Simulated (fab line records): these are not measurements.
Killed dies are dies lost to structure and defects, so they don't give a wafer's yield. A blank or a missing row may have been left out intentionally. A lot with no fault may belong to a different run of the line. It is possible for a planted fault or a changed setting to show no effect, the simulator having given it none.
Lot-split experiment | flow n5Finfet | on a route of 1938 steps: 7 lots, 21 wafers read

== ABOUT THE SPLIT ==
At N5_BEOL_M2_TRENCH_ETCH_37 (etches SiOC in C4F6/O2, target depth 55.555 nm, time 29.2 s), the setting timeS was moved away from the recipe's 29.2 s on 8 of the 21 wafers read, by -15.5% to +18.8%. The other wafers ran this setting at the recipe's value.

== FROM THE SPLIT TO THE READING: what the file shows between them, 9 steps ==
- N5_BEOL_M2_ETCH_41: etches SiCN in CH3F/O2, target depth 29.9 nm, time 52.5 s
- N5_BEOL_M2_STRIP_97: strips in N2/H2, time 10 s
- N5_BEOL_M2_OCD_MEAS_38
- N5_BEOL_M2_ALD_84: deposits TaN, pulse time 2 s, purge time 3 s, co reactant purge time 2 s (also split here: aldCycles)
- N5_BEOL_M2_SURFACE_TREAT_85
- N5_BEOL_M2_CVD_47: deposits Co from CCTBA/H2, target thk 3 nm, time 223.8 s
- N5_BEOL_M2_ECD_50: material Cu, target thk 300 nm
- N5_BEOL_M2_ANNEAL_51: time 90 s
- N5_BEOL_M2_CMP_52: polishes, stops on SiOC, t overpolish 6.8 s, target thk 40 nm

== THE READING ==
M2_THK, in nm, at N5_BEOL_M2_THK_MEAS_53 (measures by xrf). Typical for fault-free wafers on this fab line: 40.4 nm, with standard deviation 1.8 nm.

wafer  | tool, chamber at the split | timeS as run, s | against the recipe | M2_THK, nm | against lot-mates on the recipe
L075.1 | rieDiel-05, 2              | 25.29           | -13.4%             | 32.0       | no lot-mate on the recipe
L075.3 | rieDiel-05, 0              | 25.29           | -13.4%             | 29.5       | no lot-mate on the recipe
L075.6 | rieDiel-05, 0              | 25.29           | -13.4%             | 29.3       | no lot-mate on the recipe
L076.4 | rieDiel-01, 2              | 29.2            | recipe             | 41.2       | -
L076.5 | rieDiel-01, 0              | 31.75           | +8.7%              | 47.0       | +7.2
L076.6 | rieDiel-01, 1              | 29.2            | recipe             | 38.3       | -
L078.2 | rieDiel-01, 2              | 29.2            | recipe             | 42.6       | -
L078.3 | rieDiel-01, 0              | 34.7            | +18.8%             | 51.1       | +8.5
L078.5 | rieDiel-01, 2              | 34.7            | +18.8%             | 52.5       | +9.9
L082.1 | rieDiel-01, 3              | 29.2            | recipe             | 40.5       | -
L082.3 | rieDiel-01, 1              | 29.2            | recipe             | 37.4       | -
L082.4 | rieDiel-01, 0              | 29.2            | recipe             | 37.8       | -
L083.2 | rieDiel-05, 0              | 24.67           | -15.5%             | 29.8       | -12.3
L083.4 | rieDiel-05, 2              | 24.67           | -15.5%             | 32.8       | -9.3
L083.6 | rieDiel-05, 3              | 29.2            | recipe             | 42.1       | -
L087.3 | rieDiel-03, 1              | 29.2            | recipe             | 40.2       | -
L087.5 | rieDiel-03, 3              | 29.2            | recipe             | 40.7       | -
L087.6 | rieDiel-03, 0              | 29.2            | recipe             | 41.4       | -
L089.2 | rieDiel-03, 3              | 29.2            | recipe             | 42.9       | -
L089.3 | rieDiel-03, 0              | 29.2            | recipe             | 40.5       | -
L089.6 | rieDiel-03, 3              | 29.2            | recipe             | 42.1       | -

THE FIT
A straight line over all 21 wafers: M2_THK changes by +0.651 nm for each +1% of timeS; r = +0.96; the points scatter about the line by 1.8 nm.
The same after taking each lot's own level away (the mean of its wafers on the recipe; 18 wafers): +0.591 nm for each +1%; r = +0.96; scatter 1.5 nm.
That fit puts the effect of the largest move of timeS on the reading at 11 nm.
The span of the lots' own levels, 38.57 to 42.60 nm, comes to 2.2 times the standard deviation stated above.
So the slope is not independent of the lot-to-lot level: the two fits are not the same.
Check: with one of the wafers moved furthest among these (+18.8%) left out of the fit, the line predicts +11.9 nm for it against its lot-mates. It came out at +8.5 nm against them.

== FURTHER SPLITS ON THESE WAFERS ==
These wafers also went through other splits before the reading. Each is held against what the fit with the lots' levels taken away leaves over:
other split on the same wafers | wafers away from the commonest value | r with M2_THK (lot level and that fit taken away)
N5_BEOL_M2_ALD_84 aldCycles    | 7                                    | -0.25

== THE WHOLE CHAIN: every reading that the file lists as answering this split, in the file's order ==
step                      | what it does                                                  | reading                                                                     | change (the file's fit)               | r (the file's)
N5_BEOL_M2_TRENCH_ETCH_37 | etches SiOC in C4F6/O2, target depth 55.555 nm, time 29.2 s   | etch.depthNm (the simulator's own value, which no gauge read)               | +0.586 nm for each +1% of the setting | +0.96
N5_BEOL_M2_TRENCH_ETCH_37 | etches SiOC in C4F6/O2, target depth 55.555 nm, time 29.2 s   | BEOL_M2.featureDepthNm (the simulator's own value, which no gauge read)     | +0.587 nm for each +1% of the setting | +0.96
N5_BEOL_M2_OCD_MEAS_38    |                                                               | trenchDepthNm                                                               | +0.574 nm for each +1% of the setting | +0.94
N5_BEOL_M2_CMP_52         | polishes, stops on SiOC, t overpolish 6.8 s, target thk 40 nm | Cu_of_BEOL_M2_ECD_50.thkNm (the simulator's own value, which no gauge read) | +0.597 nm for each +1% of the setting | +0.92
N5_BEOL_M2_THK_MEAS_53    | measures by xrf                                               | M2_THK                                                                      | +0.6 for each +1% of the setting      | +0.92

== THE FILE'S OWN FIT ==
M2_THK changes by +0.6 nm for each +1% of timeS, r = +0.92.
